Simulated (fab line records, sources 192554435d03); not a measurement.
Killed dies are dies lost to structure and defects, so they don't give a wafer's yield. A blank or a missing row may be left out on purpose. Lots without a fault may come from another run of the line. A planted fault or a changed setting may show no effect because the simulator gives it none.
fab line records | flow n5_finfet
record lots=5 wafers=15 last_day=20
route steps=1938 shown BEOL_M12@1613
lots that met no fault: from a run of the same line without faults
start_h: hours from the record's first day to the start of the lot's first wafer shown | wait_h: hours since the lot's step before | " the same as in the row above | L1.1+2: a row that stands for several wafers | - no value, or no start given | * or withheld: withheld | < > ~ a bound
route shown NAME@n: a module of which the file shows steps, and the number in the route of the first | usual: mean/standard deviation of fault-free wafers | same: alike in all rows | chamber/n: place in a boat | sites: the reading at each site | _std_site: their standard deviation | _edge_site: outer sites' mean less inner sites' | radius_mm: how far each site lies from the wafer's centre | mask NAME#n: copy n | behind: the tool/chamber that last shaped the wafer | hold: why the lot was held/for how many hours/how that ended | device: the transistor (n, p or np) that didn't switch | end of line: the same wafers' tests at the end of the route | a step without rows: its recipe alone | killed: dies lost to structure and defects at the first sort, not the wafer's yield | map: a wafer's dies, x killed, . not, _ none there
set.NAME: the setting as run; set.NAME@STEP: as run at that earlier step | model.NAME: the simulator's own value behind a step, which no gauge read
lots at some steps of the route; a table a step, a row a wafer
services: from which hour (start_h, from the record's first day; less than 0 if before it) a tool's chamber was out of use, for how many hours, and why
## steps
# step N5_BEOL_M12_OVL_MEAS_11
# recipe points_per_wafer=44
# usual V11_OVL=4/6
# columns lot.wafer tool chamber start_h wait_h V11_OVL[nm]
L075.1 overlay-01 0 302.23 0.0 9
L075.3 " 0 " " 4
L075.5 " 0 " " 0
L076.2 overlay-01 0 310.28 0.0 6
L076.3 " 0 " " 0
L076.5 " 0 " " 3
L085.1 overlay-01 0 361.37 0.0 -2
L085.2 " 0 " " -9
L085.5 " 0 " " 2
L089.1 overlay-01 0 382.48 0.0 5
L089.3 " 0 " " 2
L089.6 " 0 " " 3
L094.3 overlay-01 0 439.71 0.0 2
L094.4 " 0 " " 4
L094.5 " 0 " " -3
# step N5_BEOL_M12_INSPECT_12
# recipe mode=adi inspect_instrument=macro
# usual raw_defect_count=2.0/1.4
# columns lot.wafer tool chamber start_h wait_h raw_defect_count
L075.1 defect_inspect-01 - 302.25 0.0 3
L075.3 " - " " 1
L075.5 " - " " 0
L076.2 defect_inspect-02 - 310.31 0.0 0
L076.3 " - " " 4
L076.5 " - " " 1
L085.1 defect_inspect-01 - 361.39 0.0 1
L085.2 " - " " 2
L085.5 " - " " 1
L089.1 defect_inspect-02 - 382.51 0.0 2
L089.3 " - " " 2
L089.6 " - " " 3
L094.3 defect_inspect-01 - 439.73 0.0 4
L094.4 " - " " 4
L094.5 " - " " 0
# step N5_BEOL_M12_DESCUM_15
# recipe chemistry=O2 time_s=7.9 source_power_w=50 bias_power_w=20 pressure_mtorr=20 rf_frequency_hz=2.712e+07 temp_c=40 o2_flow_sccm=225
# usual drypump_motor_current_A=5.8/0.41 o2_flow_sccm=224.9/0.69 oes_product_au=0.80/0.1 rf_vpp_V=243.1/1 showerhead_plenum_p_Torr=2.08/0.039 throttle_valve_pct=20.32/0.22
# columns lot.wafer tool chamber start_h wait_h drypump_motor_current_A o2_flow_sccm oes_product_au rf_hours_counter_h rf_vpp_V showerhead_plenum_p_Torr throttle_valve_pct
L075.1 rie_diel-05 2 302.47 0.2 5.7 224.6 0.70 241 244.0 2.07 20.35
L075.3 " 1 " " 6.3 224.7 0.81 82 242.2 2.03 20.21
L075.5 " 1 " " 6.3 224.5 0.82 - 243.9 2.03 20.21
L076.2 rie_diel-02 3 310.36 0.1 5.8 225.5 0.93 16 244.2 2.13 20.19
L076.3 " 2 " " 4.9 225.9 0.70 217 242.1 2.07 20.73
L076.5 " 3 " " 5.8 225.1 0.93 - 244.7 2.13 20.20
L085.1 rie_diel-05 3 361.42 0.0 5.5 223.4 0.69 237 243.4 2.14 20.41
L085.2 " 2 " " 5.7 226.0 0.97 3 242.6 2.06 19.97
L085.5 " 0 " " 6.1 224.9 0.69 - 242.4 2.07 20.54
L089.1 rie_diel-02 3 382.54 0.0 5.8 225.5 0.87 43 243.5 2.12 20.25
L089.3 " 0 " " 6.2 225.1 0.76 141 243.5 2.10 20.48
L089.6 " 0 " " 6.2 225.3 0.77 - 241.9 2.10 20.49
L094.3 rie_diel-02 0 439.88 0.1 6.2 225.4 0.76 164 243.1 2.09 20.54
L094.4 " 1 " " 5.7 223.9 0.94 - 240.8 2.04 20.15
L094.5 " 3 " " 5.8 223.8 0.85 - 242.5 2.11 20.27
# step N5_BEOL_M12_ETCH_59
# recipe chemistry=N2/H2 target=BARC target_depth_a=890 overetch_a=267 time_s=67.9 ion_energy_ev=200 pressure_mtorr=30 source_w=840 bias_w=150 n2_flow_sccm=200 h2_flow_sccm=200
# usual bias_w=150.1/0.41 drypump_motor_current_A=5.8/0.41 oes_product_au=0.69/0.081 rf_vpp_V=523.6/1.6 showerhead_plenum_p_Torr=2.53/0.052 throttle_valve_pct=17.78/0.24
# columns lot.wafer tool chamber start_h wait_h bias_w drypump_motor_current_A oes_product_au rf_hours_counter_h rf_vpp_V showerhead_plenum_p_Torr throttle_valve_pct
L075.1 rie_diel-05 2 302.50 0.0 149.7 5.7 0.60 241 522.4 2.50 17.79
L075.3 " 1 " " 150.4 6.3 0.69 82 522.1 2.46 17.52
L075.5 " 1 " " 150.3 6.3 0.69 - 520.9 2.46 17.54
L076.2 rie_diel-02 3 310.40 0.0 150.0 5.8 0.80 16 525.6 2.60 17.75
L076.3 " 2 " " 149.8 4.9 0.60 217 523.1 2.51 18.26
L076.5 " 3 " " 150.2 5.8 0.80 - 524.8 2.60 17.74
L085.1 rie_diel-05 3 361.46 0.0 150.0 5.5 0.60 237 525.2 2.61 17.94
L085.2 " 2 " " 150.1 5.7 0.83 3 523.3 2.50 17.35
L085.5 " 0 " " 149.2 6.1 0.59 - 523.1 2.52 17.99
L089.1 rie_diel-02 3 382.58 0.0 150.2 5.8 0.75 43 524.2 2.59 17.81
L089.3 " 0 " " 150.2 6.2 0.66 141 525.1 2.54 17.89
L089.6 " 0 " " 150.5 6.2 0.65 - 522.0 2.54 17.89
L094.3 rie_diel-02 0 439.91 0.0 150.5 6.2 0.65 164 524.4 2.53 17.92
L094.4 " 1 " " 150.2 5.6 0.81 - 522.6 2.50 17.66
L094.5 " 3 " " 150.0 5.8 0.72 - 524.4 2.58 17.83
# step N5_BEOL_M12_VIA_ETCH_16
# recipe chemistry=C4F8/O2/Ar target=SiOC pressure_mtorr=30 source_w=3000 bias_w=700 Ar_flow_sccm=400 C4F8_flow_sccm=15 O2_flow_sccm=8 he_inner_torr=15 he_outer_torr=30 target_depth_a=7248 time_s=withheld ion_energy_ev=250 ends=cleared
# usual bias_w=699.9/2 drypump_motor_current_A=5.8/0.41 oes_product_au=0.73/0.09 rf_vpp_V=665.1/2 showerhead_plenum_p_Torr=3.41/0.066 throttle_valve_pct=24.10/0.22
# columns lot.wafer tool chamber start_h wait_h bias_w drypump_motor_current_A oes_product_au rf_vpp_V showerhead_plenum_p_Torr throttle_valve_pct
L075.1 rie_diel-05 2 302.55 0.0 700.0 5.7 0.63 664.5 3.38 24.07
L075.3 " 1 " " 698.6 6.3 0.74 663.0 3.32 23.91
L075.5 " 1 " " 699.5 6.3 0.74 661.0 3.32 23.91
L076.2 rie_diel-02 3 310.45 0.0 700.1 5.8 0.84 667.2 3.48 24.02
L076.3 " 2 " " 697.6 4.9 0.63 663.9 3.38 24.51
L076.5 " 3 " " 701.9 5.8 0.85 667.3 3.48 24.00
L085.1 rie_diel-05 3 361.51 0.0 702.5 5.5 0.62 669.0 3.51 24.17
L085.2 " 2 " " 700.4 5.7 0.87 663.4 3.37 23.75
L085.5 " 0 " " 701.8 6.1 0.63 665.5 3.40 24.32
L089.1 rie_diel-02 3 382.63 0.0 700.2 5.8 0.79 666.2 3.46 24.05
L089.3 " 0 " " 704.1 6.2 0.69 666.2 3.41 24.19
L089.6 " 0 " " 702.2 6.2 0.69 666.9 3.41 24.20
L094.3 rie_diel-02 0 439.97 0.0 701.5 6.2 0.67 666.7 3.40 24.23
L094.4 " 1 " " 700.8 5.7 0.85 663.6 3.37 24.10
L094.5 " 3 " " 699.0 5.8 0.75 667.3 3.45 24.07
# step N5_BEOL_M12_STRIP_63
# recipe chemistry=N2/H2 power_w=1000 temp_c=250 h2_frac=0.65 overash_fraction=0.3 pressure_mtorr=1000 n2_flow_sccm=1750 h2_flow_sccm=3250
# usual drypump_motor_current_A=5.22/0.22 heater_power_w=340/21 oes_product_au=0.693/0.0045 strip_time_to_endpoint_s=42.7/0.71
# columns lot.wafer tool chamber start_h wait_h drypump_motor_current_A heater_power_w oes_product_au rf_hours_counter_h strip_time_to_endpoint_s
L075.1 plasma_asher-02 1 302.75 - 5.32 362 0.688 80 42.9
L075.3 " 1 " " 5.32 378 0.701 - 42.4
L075.5 " 0 " " 5.40 346 0.694 - 42.1
L076.2 plasma_asher-02 1 310.65 - 5.34 360 0.696 82 43.0
L076.3 " 1 " " 5.32 369 0.692 - 43.3
L076.5 " 0 " " 5.36 345 0.693 - 42.1
L085.1 plasma_asher-01 1 361.71 - 4.90 312 0.692 144 43.4
L085.2 " 0 " " 5.39 337 0.693 144 41.8
L085.5 " 0 " " 5.40 354 0.690 - 41.2
L089.1 plasma_asher-01 0 382.83 - 5.35 338 0.688 148 42.9
L089.3 " 1 " " 4.91 317 0.697 - 43.2
L089.6 " 1 " " 4.89 317 0.686 - 42.6
L094.3 plasma_asher-01 0 440.18 - 5.36 344 0.701 - 43.6
L094.4 " 1 " " 4.88 306 0.693 - 41.4
L094.5 " 0 " " 5.37 353 0.691 - 41.8
# step N5_BEOL_M12_STRIP_64
# recipe chemistry=N2/H2 power_w=1000 temp_c=250 h2_frac=0.65 overash_fraction=0.3 pressure_mtorr=withheld n2_flow_sccm=1750 h2_flow_sccm=3250
# usual drypump_motor_current_A=5.21/0.22 heater_power_w=340/20 oes_product_au=0.715/0.0045 strip_time_to_endpoint_s=31.32/0.09
# columns lot.wafer tool chamber start_h wait_h drypump_motor_current_A heater_power_w oes_product_au rf_hours_counter_h strip_time_to_endpoint_s
L075.1 plasma_asher-02 1 302.81 0.0 5.30 361 0.711 80 31.37
L075.3 " 1 " " 5.30 368 0.725 - 31.45
L075.5 " 0 " " 5.41 359 0.714 - 31.41
L076.2 plasma_asher-02 1 310.71 0.0 5.30 363 0.719 82 31.41
L076.3 " 1 " " 5.31 364 0.715 - 31.39
L076.5 " 0 " " 5.41 349 0.717 - 31.38
L085.1 plasma_asher-01 1 361.77 0.0 4.88 309 0.713 144 31.35
L085.2 " 0 " " 5.32 340 0.709 144 31.46
L085.5 " 0 " " 5.34 342 0.720 - 31.32
L089.1 plasma_asher-01 0 382.89 0.0 5.41 340 0.708 148 31.37
L089.3 " 1 " " 4.88 317 0.710 - 31.36
L089.6 " 1 " " 4.89 316 0.719 - 31.26
L094.3 plasma_asher-01 0 440.24 0.0 5.34 345 0.710 - 31.48
L094.4 " 1 " " 4.89 312 0.717 - 31.38
L094.5 " 0 " " 5.35 339 0.708 - 31.46
# step N5_BEOL_M12_STRIP_71
# recipe chemistry=post_etch_residue_remover time_s=60 temp_c=25 remover_ph=withheld remover_water_wt_pct=withheld remover_fluoride_wt_pct=withheld
# columns lot.wafer tool chamber start_h wait_h
L075.1+3+5 wet_bench-01 7,4,1 302.90 0.1
L076.2+3+5 wet_bench-04 1,3,5 310.79 0.1
L085.1+2+5 wet_bench-02 6,3,2 361.86 0.1
L089.1+3+6 wet_bench-02 2,1,4 382.98 0.1
L094.3+4+5 wet_bench-01 6,5,2 440.32 0.1
# step N5_BEOL_M12_SRD_72
# recipe time_s=30 temp_c=23 rinse_liquid=diw dry=n2_spin spin_rpm=1500 dry_time_s=30
# usual do_supply_ppb=10.00/0.091
# columns lot.wafer tool chamber start_h wait_h do_supply_ppb
L075.1 wet_bench-01 7 302.92 0.0 10.07
L075.3 " 4 " " 9.96
L075.5 " 1 " " 10.06
L076.2 wet_bench-04 1 310.81 0.0 9.97
L076.3 " 3 " " 9.97
L076.5 " 5 " " 10.04
L085.1 wet_bench-02 6 361.88 0.0 9.95
L085.2 " 3 " " 9.90
L085.5 " 2 " " 10.03
L089.1 wet_bench-02 2 382.99 0.0 9.94
L089.3 " 1 " " 9.87
L089.6 " 4 " " 10.15
L094.3 wet_bench-01 6 440.34 0.0 10.05
L094.4 " 5 " " 9.85
L094.5 " 2 " " 9.93
# step N5_BEOL_M12_CD_MEAS_17
# recipe target_cd_nm=140 polarity=opening
# usual cd_nm=141.0/1.5
# columns lot.wafer tool chamber start_h wait_h cd_nm
L075.1 cd_sem-01 - 302.96 0.0 139.1
L075.3 " - " " 142.0
L075.5 " - " " 139.8
L076.2 cd_sem-01 - 310.85 0.0 140.0
L076.3 " - " " 138.7
L076.5 " - " " 141.1
L085.1 cd_sem-01 - 361.92 0.0 140.1
L085.2 " - " " 139.0
L085.5 " - " " 140.1
L089.1 cd_sem-02 - 383.03 0.0 141.4
L089.3 " - " " 142.6
L089.6 " - " " 142.7
L094.3 cd_sem-03 - 440.38 0.0 140.8
L094.4 " - " " 139.3
L094.5 " - " " 141.4
# step N5_BEOL_M12_COAT_65
# recipe resist=SOC temp_c=250 time_s=60 spin_rpm=1500 resist_thk_nm=300
# usual dispense_pressure_kPa=49.7/2.5 heater_power_total_W=500.4/1.9
# columns lot.wafer tool chamber start_h wait_h dispense_pressure_kPa heater_power_total_W
L075.1 litho_track-04 0 303.00 0.0 53.2 499.1
L075.3 " 0 " " 53.2 497.8
L075.5 " 0 " " 53.2 503.3
L076.2 litho_track-02 0 310.89 0.0 50.1 499.1
L076.3 " 0 " " 50.1 499.6
L076.5 " 0 " " 50.1 500.0
L085.1 litho_track-05 0 361.95 0.0 47.2 499.8
L085.2 " 0 " " 47.2 499.5
L085.5 " 0 " " 47.2 498.2
L089.1 litho_track-02 0 383.07 0.0 50.1 500.7
L089.3 " 0 " " 50.0 502.2
L089.6 " 0 " " 50.0 502.9
L094.3 litho_track-05 0 440.42 0.0 47.3 498.2
L094.4 " 0 " " 47.2 497.6
L094.5 " 0 " " 47.2 503.0
# step N5_BEOL_M12_COAT_66
# recipe resist=SiARC temp_c=220 time_s=60 spin_rpm=1500 resist_thk_nm=110
# usual dispense_pressure_kPa=49.7/2.5 heater_power_total_W=427.5/2.1
# columns lot.wafer tool chamber start_h wait_h dispense_pressure_kPa heater_power_total_W
L075.1 litho_track-04 0 - - 53.3 431.0
L075.3 " 0 " " 53.3 426.9
L075.5 " 0 " " 53.3 424.7
L076.2 litho_track-02 0 - - 50.1 429.1
L076.3 " 0 " " 50.1 430.3
L076.5 " 0 " " 50.1 427.9
L085.1 litho_track-05 0 - - 47.3 424.7
L085.2 " 0 " " 47.4 430.9
L085.5 " 0 " " 47.3 425.0
L089.1 litho_track-02 0 - - 50.1 426.2
L089.3 " 0 " " 50.1 430.3
L089.6 " 0 " " 50.2 427.8
L094.3 litho_track-05 0 - - 47.3 430.5
L094.4 " 0 " " 47.3 426.3
L094.5 " 0 " " 47.2 424.9
# step N5_BEOL_M12_COAT_22
# recipe spin_rpm=2888 resist_thk_nm=300
# usual dispense_pressure_kPa=49.7/2.5
# columns lot.wafer tool chamber start_h wait_h dispense_pressure_kPa
L075.1 litho_track-04 0 - - 53.3
L075.3 " 0 " " 53.2
L075.5 " 0 " " 53.3
L076.2 litho_track-02 0 - - 50.2
L076.3 " 0 " " 50.1
L076.5 " 0 " " 50.1
L085.1 litho_track-05 0 - - 47.2
L085.2 " 0 " " 47.2
L085.5 " 0 " " 47.3
L089.1 litho_track-02 0 - - 50.0
L089.3 " 0 " " 50.1
L089.6 " 0 " " 50.0
L094.3 litho_track-05 0 - - 47.3
L094.4 " 0 " " 47.3
L094.5 " 0 " " 47.3
# step N5_BEOL_M12_EBR_24
# recipe solvent=PGMEA ebr_width_mm=1.5
# same ebr_width_mm=1.5
# columns lot.wafer tool chamber start_h wait_h
L075.1+3+5 litho_track-04 0 - -
L076.2+3+5 litho_track-02 0 - -
L085.1+2+5 litho_track-05 0 - -
L089.1+3+6 litho_track-02 0 - -
L094.3+4+5 litho_track-05 0 - -
# step N5_BEOL_M12_SOFTBAKE_23
# recipe temp_c=130 time_s=60
# usual heater_power_total_W=218.9/1.6
# columns lot.wafer tool chamber start_h wait_h heater_power_total_W
L075.1 litho_track-04 0 - - 217.3
L075.3 " 0 " " 219.0
L075.5 " 0 " " 219.1
L076.2 litho_track-02 0 - - 219.7
L076.3 " 0 " " 220.7
L076.5 " 0 " " 216.9
L085.1 litho_track-05 0 - - 218.5
L085.2 " 0 " " 220.1
L085.5 " 0 " " 219.2
L089.1 litho_track-02 0 - - 218.0
L089.3 " 0 " " 220.7
L089.6 " 0 " " 219.3
L094.3 litho_track-05 0 - - 217.9
L094.4 " 0 " " 216.4
L094.5 " 0 " " 221.1
# step N5_BEOL_M12_EXPOSE_25
# recipe mask_id=M12 na=0.93 source_shape=conventional sigma_outer=0.4 polarization=unpolarized dose_mj=21.8
# usual focus_offset_nm=0.0/0.47
# columns lot.wafer tool chamber start_h wait_h mask focus_offset_nm
L075.1 krf_scanner-01 0 303.12 - M12#0 0.2
L075.3 " 0 " " M12#0 -0.7
L075.5 " 0 " " M12#0 -1.0
L076.2 krf_scanner-02 0 311.14 - M12#0 -0.1
L076.3 " 0 " " M12#0 0.6
L076.5 " 0 " " M12#0 0.0
L085.1 krf_scanner-01 0 362.07 - M12#0 0.6
L085.2 " 0 " " M12#0 1.0
L085.5 " 0 " " M12#0 1.1
L089.1 krf_scanner-01 0 383.19 - M12#0 0.4
L089.3 " 0 " " M12#0 -0.2
L089.6 " 0 " " M12#0 0.2
L094.3 krf_scanner-02 0 440.54 - M12#0 -0.1
L094.4 " 0 " " M12#0 0.6
L094.5 " 0 " " M12#0 -0.4
# step N5_BEOL_M12_PEB_26
# recipe peb_temp_c=130 peb_time_s=90
# usual heater_power_total_W=172.4/0.81
# columns lot.wafer tool chamber start_h wait_h heater_power_total_W
L075.1 litho_track-04 0 303.17 0.1 172.7
L075.3 " 0 " " 172.9
L075.5 " 0 " " 172.9
L076.2 litho_track-02 0 311.19 0.0 172.2
L076.3 " 0 " " 172.2
L076.5 " 0 " " 170.9
L085.1 litho_track-04 0 362.13 0.1 171.8
L085.2 " 0 " " 171.1
L085.5 " 0 " " 171.6
L089.1 litho_track-04 0 383.25 0.1 171.9
L089.3 " 0 " " 173.8
L089.6 " 0 " " 173.8
L094.3 litho_track-05 0 440.59 0.0 172.9
L094.4 " 0 " " 172.9
L094.5 " 0 " " 172.9
# step N5_BEOL_M12_DEVELOP_27
# recipe develop_time_s=45 rinse_liquid=diw dry=air_spin dev_temp_c=21
# usual developer_temp_C=20.99/0.099
# columns lot.wafer tool chamber start_h wait_h developer_temp_C
L075.1 litho_track-04 0 - - 21.06
L075.3 " 0 " " 21.06
L075.5 " 0 " " 21.02
L076.2 litho_track-02 0 - - 21.04
L076.3 " 0 " " 21.07
L076.5 " 0 " " 21.03
L085.1 litho_track-04 0 - - 20.73
L085.2 " 0 " " 20.89
L085.5 " 0 " " 20.81
L089.1 litho_track-04 0 - - 21.03
L089.3 " 0 " " 21.05
L089.6 " 0 " " 21.04
L094.3 litho_track-05 0 - - 21.02
L094.4 " 0 " " 20.89
L094.5 " 0 " " 20.91
# step N5_BEOL_M12_HARDBAKE_32
# recipe temp_c=130 time_s=120
# usual heater_power_total_W=148.1/0.87
# columns lot.wafer tool chamber start_h wait_h heater_power_total_W
L075.1 litho_track-04 0 - - 148.1
L075.3 " 0 " " 148.4
L075.5 " 0 " " 148.3
L076.2 litho_track-02 0 - - 149.3
L076.3 " 0 " " 147.7
L076.5 " 0 " " 149.2
L085.1 litho_track-04 0 - - 148.5
L085.2 " 0 " " 148.4
L085.5 " 0 " " 149.0
L089.1 litho_track-04 0 - - 149.4
L089.3 " 0 " " 149.1
L089.6 " 0 " " 148.8
L094.3 litho_track-05 0 - - 147.2
L094.4 " 0 " " 148.8
L094.5 " 0 " " 147.1
# step N5_BEOL_M12_CD_MEAS_28
# recipe target_cd_nm=160.2 landing_energy_ev=500 detector=se_inlens polarity=opening
# usual cd_nm=159.6/1.2
# columns lot.wafer tool chamber start_h wait_h cd_nm
L075.1 cd_sem-02 0 303.29 - 158.2
L075.3 " 0 " " 158.1
L075.5 " 0 " " 159.6
L076.2 cd_sem-02 0 311.31 - 159.5
L076.3 " 0 " " 160.5
L076.5 " 0 " " 157.9
L085.1 cd_sem-02 0 362.24 - 158.7
L085.2 " 0 " " 159.9
L085.5 " 0 " " 157.4
L089.1 cd_sem-02 0 383.36 - 160.0
L089.3 " 0 " " 161.3
L089.6 " 0 " " 161.3
L094.3 cd_sem-03 0 440.71 - 158.2
L094.4 " 0 " " 158.1
L094.5 " 0 " " 158.7
# step N5_BEOL_M12_OVL_MEAS_29
# recipe points_per_wafer=44
# usual M12_OVL=4/4.4
# columns lot.wafer tool chamber start_h wait_h M12_OVL[nm]
L075.1 overlay-02 0 303.32 0.0 -6
L075.3 " 0 " " 1
L075.5 " 0 " " 5
L076.2 overlay-02 0 311.34 0.0 3
L076.3 " 0 " " 4
L076.5 " 0 " " 2
L085.1 overlay-01 0 362.27 0.0 8
L085.2 " 0 " " 7
L085.5 " 0 " " 7
L089.1 overlay-01 0 383.39 0.0 7
L089.3 " 0 " " 13
L089.6 " 0 " " 7
L094.3 overlay-02 0 440.74 0.0 12
L094.4 " 0 " " 5
L094.5 " 0 " " 10
# step N5_BEOL_M12_INSPECT_30
# recipe mode=adi inspect_instrument=macro
# usual raw_defect_count=2.0/1.4
# columns lot.wafer tool chamber start_h wait_h raw_defect_count
L075.1 defect_inspect-01 - 303.34 0.0 2
L075.3 " - " " 3
L075.5 " - " " 1
L076.2 defect_inspect-01 - 311.37 0.0 3
L076.3 " - " " 4
L076.5 " - " " 2
L085.1 defect_inspect-02 - 362.30 0.0 3
L085.2 " - " " 2
L085.5 " - " " 1
L089.1 defect_inspect-02 - 383.42 0.0 1
L089.3 " - " " 1
L089.6 " - " " 1
L094.3 defect_inspect-01 - 440.76 0.0 2
L094.4 " - " " 2
L094.5 " - " " 2
# step N5_BEOL_M12_DESCUM_33
# recipe chemistry=O2 time_s=7.9 source_power_w=50 bias_power_w=20 pressure_mtorr=20 rf_frequency_hz=2.712e+07 temp_c=40 o2_flow_sccm=225
# usual drypump_motor_current_A=5.8/0.39 o2_flow_sccm=225.1/0.65 oes_product_au=0.81/0.1 rf_vpp_V=243.0/1 showerhead_plenum_p_Torr=2.09/0.037 throttle_valve_pct=20.34/0.23
# columns lot.wafer tool chamber start_h wait_h drypump_motor_current_A o2_flow_sccm oes_product_au rf_hours_counter_h rf_vpp_V showerhead_plenum_p_Torr throttle_valve_pct
L075.1 rie_diel-02 0 303.38 0.0 6.2 225.7 0.80 111 243.5 2.11 20.45
L075.3 " 3 " " 5.8 225.1 0.95 13 244.2 2.13 20.18
L075.5 " 3 " " 5.8 224.2 0.94 - 243.9 2.13 20.19
L076.2 rie_diel-02 0 311.40 0.0 6.2 224.9 0.80 115 243.7 2.11 20.45
L076.3 " 2 " " 4.9 224.9 0.70 217 242.3 2.07 20.76
L076.5 " 1 " " 5.7 224.9 0.69 - 243.2 2.06 20.54
L085.1 rie_diel-02 3 362.33 0.0 5.8 224.6 0.90 34 244.0 2.12 20.23
L085.2 " 2 " " 4.9 224.3 0.69 236 243.6 2.07 20.77
L085.5 " 1 " " 5.6 224.1 0.68 - 242.8 2.05 20.55
L089.1 rie_diel-05 2 383.50 0.1 5.7 225.2 0.94 10 242.3 2.06 19.96
L089.3 " 0 " " 6.1 225.3 0.69 206 242.4 2.07 20.57
L089.6 " 2 " " 5.7 226.5 0.94 - 243.4 2.06 19.96
L094.3 rie_diel-05 0 440.79 0.0 6.1 225.4 0.67 229 242.6 2.06 20.59
L094.4 " 1 " " 6.3 225.0 0.76 136 241.1 2.01 20.28
L094.5 " 1 " " 6.3 225.1 0.76 - 242.8 2.01 20.29
# step N5_BEOL_M12_ETCH_67
# recipe chemistry=CF4 target=SiARC target_depth_a=1430 time_s=238.3 ion_energy_ev=80 pressure_mtorr=40 source_w=545 bias_w=36 Ar_flow_sccm=100 cf4_flow_sccm=100 ends=cleared
# usual bias_w=35.99/0.1 cf4_flow_sccm=100.00/0.3 drypump_motor_current_A=5.8/0.39 etch_rf_on_time_s=238/3.7 oes_product_au=0.69/0.089 rf_vpp_V=184.0/1 showerhead_plenum_p_Torr=2.14/0.037 throttle_valve_pct=15.55/0.25
# columns lot.wafer tool chamber start_h wait_h bias_w cf4_flow_sccm drypump_motor_current_A etch_rf_on_time_s oes_product_au rf_hours_counter_h rf_vpp_V showerhead_plenum_p_Torr throttle_valve_pct
L075.1 rie_diel-02 0 303.41 0.0 35.93 99.88 6.2 240 0.68 111 183.2 2.15 15.57
L075.3 " 3 " " 35.85 100.16 5.8 232 0.81 13 183.7 2.18 15.37
L075.5 " 3 " " 36.04 100.25 5.8 232 0.81 - 184.7 2.18 15.37
L076.2 rie_diel-02 0 311.44 0.0 35.88 99.70 6.2 243 0.67 115 184.8 2.15 15.57
L076.3 " 2 " " 35.94 100.29 4.9 240 0.60 217 183.9 2.12 15.95
L076.5 " 1 " " 35.82 99.79 5.6 236 0.59 - 182.6 2.12 15.86
L085.1 rie_diel-02 3 362.37 0.0 36.14 99.79 5.8 233 0.77 34 184.5 2.18 15.42
L085.2 " 2 " " 36.24 100.34 4.9 239 0.59 236 182.5 2.11 15.98
L085.5 " 1 " " 35.98 99.60 5.7 236 0.58 - 184.4 2.12 15.88
L089.1 rie_diel-05 2 383.53 0.0 36.15 99.79 5.7 229 0.81 10 182.8 2.11 15.11
L089.3 " 0 " " 35.99 100.18 6.2 235 0.59 206 184.7 2.12 15.78
L089.6 " 2 " " 36.06 100.21 5.7 229 0.81 - 184.3 2.11 15.10
L094.3 rie_diel-05 0 440.83 0.0 36.02 99.90 6.1 242 0.57 229 184.7 2.12 15.82
L094.4 " 1 " " 35.78 99.64 6.3 242 0.64 136 183.8 2.07 15.52
L094.5 " 1 " " 35.79 99.73 6.3 241 0.64 - 184.3 2.07 15.50
# step N5_BEOL_M12_ETCH_68
# recipe chemistry=N2/H2 target=SOC mask_material=SiARC source_w=3000 bias_w=350 temp_c=40 time_s=285 ion_energy_ev=200 pressure_mtorr=30 n2_flow_sccm=200 h2_flow_sccm=200
# usual bias_w=350.0/1.2 drypump_motor_current_A=5.8/0.39 oes_product_au=0.80/0.1 rf_vpp_V=523.7/1.6 showerhead_plenum_p_Torr=2.54/0.049 throttle_valve_pct=17.71/0.24
# columns lot.wafer tool chamber start_h wait_h bias_w drypump_motor_current_A oes_product_au rf_hours_counter_h rf_vpp_V showerhead_plenum_p_Torr throttle_valve_pct
L075.1 rie_diel-02 0 303.56 0.1 351.1 6.2 0.79 112 524.7 2.55 17.71
L075.3 " 3 " " 349.4 5.8 0.94 13 525.7 2.60 17.64
L075.5 " 3 " " 350.4 5.8 0.93 - 526.8 2.60 17.64
L076.2 rie_diel-02 0 311.58 0.1 351.8 6.2 0.79 115 524.6 2.55 17.72
L076.3 " 2 " " 348.7 4.9 0.70 217 523.3 2.51 18.15
L076.5 " 1 " " 347.6 5.7 0.70 - 522.2 2.52 17.99
L085.1 rie_diel-02 3 362.51 0.1 350.9 5.8 0.89 34 525.7 2.59 17.66
L085.2 " 2 " " 348.0 4.8 0.69 236 522.5 2.51 18.18
L085.5 " 1 " " 349.4 5.7 0.68 - 521.9 2.51 18.01
L089.1 rie_diel-05 2 383.68 0.1 350.5 5.7 0.93 10 522.7 2.49 17.24
L089.3 " 0 " " 348.9 6.1 0.69 206 522.3 2.52 17.89
L089.6 " 2 " " 349.6 5.7 0.95 - 521.7 2.49 17.25
L094.3 rie_diel-05 0 440.97 0.1 350.7 6.1 0.68 229 522.4 2.51 17.94
L094.4 " 1 " " 350.4 6.3 0.76 137 521.7 2.44 17.52
L094.5 " 1 " " 350.8 6.3 0.75 - 521.1 2.44 17.53
# step N5_BEOL_M12_STRIP_69
# recipe chemistry=N2/H2 temp_c=40 n2_flow_sccm=200 h2_flow_sccm=200 rf_frequency_hz=6e+07
# columns lot.wafer tool chamber start_h wait_h
L075.1+3+5 rie_diel-02 0,3,3 303.73 0.1
L076.2+3+5 rie_diel-02 0,2,1 311.76 0.1
L085.1+2+5 rie_diel-02 3,2,1 362.69 0.1
L089.1+3+6 rie_diel-05 2,0,2 383.85 0.1
L094.3+4+5 rie_diel-05 0,1,1 441.15 0.1
## services
# columns tool chamber start_h hours kind
rie_diel-05 1 302.74 4.3 repair
rie_diel-02 2 303.28 3.9 repair
krf_scanner-01 - 308.50 3.6 pm
krf_scanner-01 - 315.93 1.3 pm
krf_scanner-02 - 331.02 0.3 repair
krf_scanner-01 - 355.13 4.0 pm
rie_diel-02 2 364.20 19.8 repair
plasma_asher-01 - 376.10 2.4 repair
wet_bench-04 - 384.14 2.3 repair
plasma_asher-02 - 387.13 2.1 repair
rie_diel-02 1 387.70 4.1 repair
krf_scanner-01 - 391.17 1.0 pm
krf_scanner-02 - 391.45 0.8 repair
rie_diel-02 1 391.96 - clean
rie_diel-02 1 391.96 - consumable_replace:focus_ring
rie_diel-02 1 391.96 27.9 scheduled_down
rie_diel-02 1 391.96 27.9 vent_cycle
krf_scanner-01 - 409.68 0.8 pm
plasma_asher-02 - 410.35 2.8 pm
krf_scanner-02 - 410.43 1.3 pm
krf_scanner-02 - 412.42 0.8 pm
krf_scanner-02 - 415.70 1.0 pm
rie_diel-02 - 419.96 0.5 repair
rie_diel-02 - 438.94 0.8 repair
## key
fault none
